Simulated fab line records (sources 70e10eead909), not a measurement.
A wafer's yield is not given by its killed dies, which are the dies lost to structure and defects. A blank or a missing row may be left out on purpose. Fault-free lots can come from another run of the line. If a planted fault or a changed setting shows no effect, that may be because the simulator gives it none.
2 desks looking at one fault :: flow nand-harc :: each desk holds nothing but its own numbers, with what lay behind them at the end

== THE DEFECT DESK ==
Counts from the inspections along the route, per lot, as means over the sampled wafers that have a number. A lot is out of limits, marked OUT, if its mean lies more than 4 standard deviations from the usual mean; the brackets give that distance.
Columns: A = raw-defect-count at NHARC_P_CONTACT_INSPECT_14, usual 3.5
lot: L323
first seen here: day 6 03:41
A: 2.3

lot: L326
first seen here: day 6 18:06
A: 3.3

lot: L329
first seen here: day 7 11:47
A: 6.0

lot: L328
first seen here: day 7 12:16
A: 5.3

lot: L327
first seen here: day 7 13:06
A: 1.3

lot: L330
first seen here: day 7 20:26
A: 1.3

lot: L332
first seen here: day 8 04:53
A: 3.7

lot: L333
first seen here: day 8 22:19
A: 2.3

lot: L334
first seen here: day 9 00:13
A: 2.3

lot: L338
first seen here: day 9 11:23
A: 2.7

lot: L340
first seen here: day 10 02:10
A: 4.0

lot: L342
first seen here: day 10 16:14
A: 2.0

lot: L343
first seen here: day 11 03:00
A: 3.7
Result from this desk: across the 13 lots, nothing is out of limits.

== TOOL OWNER'S DESK, ald-metal-01 ==
The tool's own readings at NHARC_P_CONTACT_ALD_22 (deposits TiN, target thk 3 nm, pulse time 1 s, ald cycles 150): means of the sampled wafers that have a number, for each lot that ran on this tool. A lot is out of limits, marked OUT, if its mean lies more than 4 standard deviations from the usual mean; the brackets give that distance.
Columns: A = heater-power-outer-w at NHARC_P_CONTACT_ALD_22, usual 732 W; B = heater-power-w at NHARC_P_CONTACT_ALD_22, usual 1163 W; C = precursor-pulse-height-rel at NHARC_P_CONTACT_ALD_22, usual 0.999
lot: L328
first seen here: day 7 14:21
A: 766
B: 1222
C: 1.006

lot: L332
first seen here: day 8 06:49
A: 697
B: 1136
C: 0.994

lot: L334
first seen here: day 9 02:32
A: 757
B: 1192
C: 1.010

lot: L338
first seen here: day 9 13:20
A: 755
B: 1193
C: 1.001

lot: L340
first seen here: day 10 05:12
A: 737
B: 1238
C: 1.014

lot: L342
first seen here: day 10 18:11
A: 687
B: 1121
C: 0.990

lot: L343
first seen here: day 11 04:55
A: 704
B: 1145
C: 1.007
Result from this desk: across the 7 lots, nothing is out of limits.

== BROUGHT TOGETHER ==
The defect desk saw nothing out of limits.
The desk of the tool owner found nothing out of limits.

== WHAT THE SIMULATOR HAD INSERTED ==
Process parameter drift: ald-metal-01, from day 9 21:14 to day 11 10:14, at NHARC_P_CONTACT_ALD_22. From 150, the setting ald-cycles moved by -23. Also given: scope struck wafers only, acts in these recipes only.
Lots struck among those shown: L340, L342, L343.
